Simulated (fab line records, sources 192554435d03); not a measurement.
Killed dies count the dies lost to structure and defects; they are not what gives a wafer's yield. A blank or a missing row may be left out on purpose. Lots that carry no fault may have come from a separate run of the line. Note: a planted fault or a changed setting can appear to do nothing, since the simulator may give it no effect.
Chamber matching || flow n5_finfet || N5_BEOL_M0_SAQP_SPACER2_ALD_26 on ald_sin-03: 4 sister chambers
The step deposits SiO2, target thk 15 nm, pulse time 1 s, purge time 2 s. 16 wafers are shown with their chamber, then 8 later ones without.

WAFERS WITH THEIR CHAMBER
{"wafer": "L075.1", "chamber": 1, "heater_power_w (W)": 569, "heater_power_outer_w (W)": 281, "precursor_pulse_height_rel": 1.019}
{"wafer": "L075.3", "chamber": 2, "heater_power_w (W)": 388, "heater_power_outer_w (W)": 220, "precursor_pulse_height_rel": 0.996}
{"wafer": "L075.6", "chamber": 3, "heater_power_w (W)": 488, "heater_power_outer_w (W)": 281, "precursor_pulse_height_rel": 1.016}
{"wafer": "L076.1", "chamber": 0, "heater_power_w (W)": 424, "heater_power_outer_w (W)": 238, "precursor_pulse_height_rel": 1.015}
{"wafer": "L076.4", "chamber": 1, "heater_power_w (W)": 557, "heater_power_outer_w (W)": 275, "precursor_pulse_height_rel": 1.026}
{"wafer": "L076.6", "chamber": 3, "heater_power_w (W)": 503, "heater_power_outer_w (W)": 277, "precursor_pulse_height_rel": 1.016}
{"wafer": "L078.1", "chamber": 3, "heater_power_w (W)": 486, "heater_power_outer_w (W)": 282, "precursor_pulse_height_rel": 0.980}
{"wafer": "L078.2", "chamber": 2, "heater_power_w (W)": 403, "heater_power_outer_w (W)": 222, "precursor_pulse_height_rel": 0.989}
{"wafer": "L078.5", "chamber": 2, "heater_power_w (W)": 389, "heater_power_outer_w (W)": 218, "precursor_pulse_height_rel": 1.039}
{"wafer": "L079.2", "chamber": 2, "heater_power_w (W)": 384, "heater_power_outer_w (W)": 223, "precursor_pulse_height_rel": 0.979}
{"wafer": "L079.4", "chamber": 3, "heater_power_w (W)": 481, "heater_power_outer_w (W)": 282, "precursor_pulse_height_rel": 0.987}
{"wafer": "L079.6", "chamber": 0, "heater_power_w (W)": 424, "heater_power_outer_w (W)": 240, "precursor_pulse_height_rel": 1.010}
{"wafer": "L081.3", "chamber": 3, "heater_power_w (W)": 492, "heater_power_outer_w (W)": 283, "precursor_pulse_height_rel": 0.965}
{"wafer": "L081.5", "chamber": 2, "heater_power_w (W)": 388, "heater_power_outer_w (W)": 226, "precursor_pulse_height_rel": 1.019}
{"wafer": "L081.6", "chamber": 3, "heater_power_w (W)": 496, "heater_power_outer_w (W)": 273, "precursor_pulse_height_rel": 1.006}
{"wafer": "L082.1", "chamber": 0, "heater_power_w (W)": 418, "heater_power_outer_w (W)": 231, "precursor_pulse_height_rel": 1.017}

SIGNATURES (means of the wafers above)
{"reading": "heater_power_w", "chamber 0": 422.00, "chamber 1": 563.00, "chamber 2": 390.40, "chamber 3": 491.00, "scatter within a chamber": 7.15}
{"reading": "heater_power_outer_w", "chamber 0": 236.33, "chamber 1": 278.00, "chamber 2": 221.80, "chamber 3": 279.67, "scatter within a chamber": 3.82}
{"reading": "precursor_pulse_height_rel", "chamber 0": 1.01400, "chamber 1": 1.02250, "chamber 2": 1.00440, "chamber 3": 0.99500, "scatter within a chamber": 0.0196}
Rule: for a wafer and a chamber, the distance is found by dividing, reading by reading, the gap between the wafer's reading and the chamber's mean by the reading's scatter, squaring, summing and taking the root. If the next closest chamber is less than 2 further off than the closest, the wafer can't be placed; otherwise it belongs to the closest. The scatter: the root of (the sum of the squares of (reading less its chamber's mean) over the shown wafers, divided by (wafers less chambers)).

WAFERS WHOSE CHAMBER IS MISSING
{"wafer": "L082.2", "heater_power_w (W)": 492, "heater_power_outer_w (W)": 275, "precursor_pulse_height_rel": 0.953}
{"wafer": "L082.5", "heater_power_w (W)": 492, "heater_power_outer_w (W)": 287, "precursor_pulse_height_rel": 1.014}
{"wafer": "L086.1", "heater_power_w (W)": 497, "heater_power_outer_w (W)": 281, "precursor_pulse_height_rel": 1.012}
{"wafer": "L086.2", "heater_power_w (W)": 575, "heater_power_outer_w (W)": 281, "precursor_pulse_height_rel": 0.999}
{"wafer": "L086.4", "heater_power_w (W)": 395, "heater_power_outer_w (W)": 222, "precursor_pulse_height_rel": 0.974}
{"wafer": "L094.3", "heater_power_w (W)": 420, "heater_power_outer_w (W)": 235, "precursor_pulse_height_rel": 0.981}
{"wafer": "L094.4", "heater_power_w (W)": 400, "heater_power_outer_w (W)": 220, "precursor_pulse_height_rel": 1.042}
{"wafer": "L094.5", "heater_power_w (W)": 424, "heater_power_outer_w (W)": 234, "precursor_pulse_height_rel": 1.007}

CHAMBER TAKEN BY EACH
{"wafer": "L082.2", "from the rows above": 3, "in truth": 3}
{"wafer": "L082.5", "from the rows above": 3, "in truth": 3}
{"wafer": "L086.1", "from the rows above": 3, "in truth": 3}
{"wafer": "L086.2", "from the rows above": 1, "in truth": 1}
{"wafer": "L086.4", "from the rows above": 2, "in truth": 2}
{"wafer": "L094.3", "from the rows above": 0, "in truth": 0}
{"wafer": "L094.4", "from the rows above": 2, "in truth": 2}
{"wafer": "L094.5", "from the rows above": 0, "in truth": 0}
Correctly placed: 8 of 8. Left unplaced by these rows: 0. Number placed wrongly: 0.
